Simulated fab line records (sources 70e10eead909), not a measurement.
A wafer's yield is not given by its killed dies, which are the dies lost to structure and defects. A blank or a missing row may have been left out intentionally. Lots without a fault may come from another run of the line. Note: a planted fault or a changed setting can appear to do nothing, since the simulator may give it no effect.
Matching of chambers || flow nand_harc || rie_diel-13 running NHARC_A_CONTACT_DESCUM_13: 4 sister chambers
The step chemistry O2, time 3 s. 14 wafers are shown with their chamber, then 7 later ones without.

WAFERS PAIRED WITH THEIR CHAMBERS
{"wafer": "L800.2", "chamber": 3, "showerhead_plenum_p_Torr (Torr)": 1.81, "drypump_motor_current_A (A)": 5.2, "oes_product_au (a.u.)": 1.003}
{"wafer": "L800.3", "chamber": 2, "showerhead_plenum_p_Torr (Torr)": 1.81, "drypump_motor_current_A (A)": 5.9, "oes_product_au (a.u.)": 1.002}
{"wafer": "L800.5", "chamber": 2, "showerhead_plenum_p_Torr (Torr)": 1.81, "drypump_motor_current_A (A)": 5.9, "oes_product_au (a.u.)": 0.992}
{"wafer": "L805.2", "chamber": 3, "showerhead_plenum_p_Torr (Torr)": 1.81, "drypump_motor_current_A (A)": 5.1, "oes_product_au (a.u.)": 0.996}
{"wafer": "L805.5", "chamber": 3, "showerhead_plenum_p_Torr (Torr)": 1.81, "drypump_motor_current_A (A)": 5.1, "oes_product_au (a.u.)": 1.000}
{"wafer": "L805.6", "chamber": 0, "showerhead_plenum_p_Torr (Torr)": 2.03, "drypump_motor_current_A (A)": 6.5, "oes_product_au (a.u.)": 1.002}
{"wafer": "L807.2", "chamber": 0, "showerhead_plenum_p_Torr (Torr)": 2.03, "drypump_motor_current_A (A)": 6.5, "oes_product_au (a.u.)": 1.005}
{"wafer": "L807.4", "chamber": 1, "showerhead_plenum_p_Torr (Torr)": 1.78, "drypump_motor_current_A (A)": 5.1, "oes_product_au (a.u.)": 0.986}
{"wafer": "L807.6", "chamber": 1, "showerhead_plenum_p_Torr (Torr)": 1.78, "drypump_motor_current_A (A)": 5.2, "oes_product_au (a.u.)": 0.992}
{"wafer": "L815.2", "chamber": 1, "showerhead_plenum_p_Torr (Torr)": 1.78, "drypump_motor_current_A (A)": 5.1, "oes_product_au (a.u.)": 0.985}
{"wafer": "L815.3", "chamber": 3, "showerhead_plenum_p_Torr (Torr)": 1.81, "drypump_motor_current_A (A)": 5.1, "oes_product_au (a.u.)": 1.009}
{"wafer": "L815.4", "chamber": 2, "showerhead_plenum_p_Torr (Torr)": 1.80, "drypump_motor_current_A (A)": 5.9, "oes_product_au (a.u.)": 0.980}
{"wafer": "L818.3", "chamber": 1, "showerhead_plenum_p_Torr (Torr)": 1.78, "drypump_motor_current_A (A)": 5.2, "oes_product_au (a.u.)": 0.986}
{"wafer": "L818.4", "chamber": 2, "showerhead_plenum_p_Torr (Torr)": 1.80, "drypump_motor_current_A (A)": 5.9, "oes_product_au (a.u.)": 0.977}

SIGNATURES (averages over the wafers above)
{"reading": "showerhead_plenum_p_Torr", "chamber 0": 2.0300, "chamber 1": 1.7800, "chamber 2": 1.8050, "chamber 3": 1.8100, "scatter within a chamber": 0.00316}
{"reading": "drypump_motor_current_A", "chamber 0": 6.500, "chamber 1": 5.150, "chamber 2": 5.900, "chamber 3": 5.125, "scatter within a chamber": 0.0418}
{"reading": "oes_product_au", "chamber 0": 1.00350, "chamber 1": 0.98725, "chamber 2": 0.98775, "chamber 3": 1.00200, "scatter within a chamber": 0.00722}
Rule: distance of a wafer from a chamber = root of the sum over the readings of ((wafer's reading minus chamber's mean) / reading's scatter) squared. If the next closest chamber is less than 2 further off than the closest, the wafer can't be placed; otherwise it belongs to the closest. The scatter: take each reading less its chamber's mean, square it, sum over the shown wafers, divide by the number of wafers less the number of chambers, and take the root.

WAFERS MISSING THEIR CHAMBER
{"wafer": "L818.5", "showerhead_plenum_p_Torr (Torr)": 1.80, "drypump_motor_current_A (A)": 5.9, "oes_product_au (a.u.)": 0.988}
{"wafer": "L823.1", "showerhead_plenum_p_Torr (Torr)": 1.80, "drypump_motor_current_A (A)": 5.9, "oes_product_au (a.u.)": 0.993}
{"wafer": "L823.3", "showerhead_plenum_p_Torr (Torr)": 1.78, "drypump_motor_current_A (A)": 5.2, "oes_product_au (a.u.)": 0.987}
{"wafer": "L823.5", "showerhead_plenum_p_Torr (Torr)": 1.78, "drypump_motor_current_A (A)": 5.1, "oes_product_au (a.u.)": 0.985}
{"wafer": "L822.2", "showerhead_plenum_p_Torr (Torr)": 2.02, "drypump_motor_current_A (A)": 6.5, "oes_product_au (a.u.)": 1.014}
{"wafer": "L822.4", "showerhead_plenum_p_Torr (Torr)": 1.78, "drypump_motor_current_A (A)": 5.2, "oes_product_au (a.u.)": 0.994}
{"wafer": "L822.5", "showerhead_plenum_p_Torr (Torr)": 1.80, "drypump_motor_current_A (A)": 5.9, "oes_product_au (a.u.)": 0.995}

THE CHAMBER EACH PASSED THROUGH
{"wafer": "L818.5", "from the rows above": 2, "in truth": 2}
{"wafer": "L823.1", "from the rows above": 2, "in truth": 2}
{"wafer": "L823.3", "from the rows above": 1, "in truth": 1}
{"wafer": "L823.5", "from the rows above": 1, "in truth": 1}
{"wafer": "L822.2", "from the rows above": 0, "in truth": 0}
{"wafer": "L822.4", "from the rows above": 1, "in truth": 1}
{"wafer": "L822.5", "from the rows above": 2, "in truth": 2}
Placed correctly: 7 of 7. Can't be placed from these rows: 0. 0 placed wrongly.
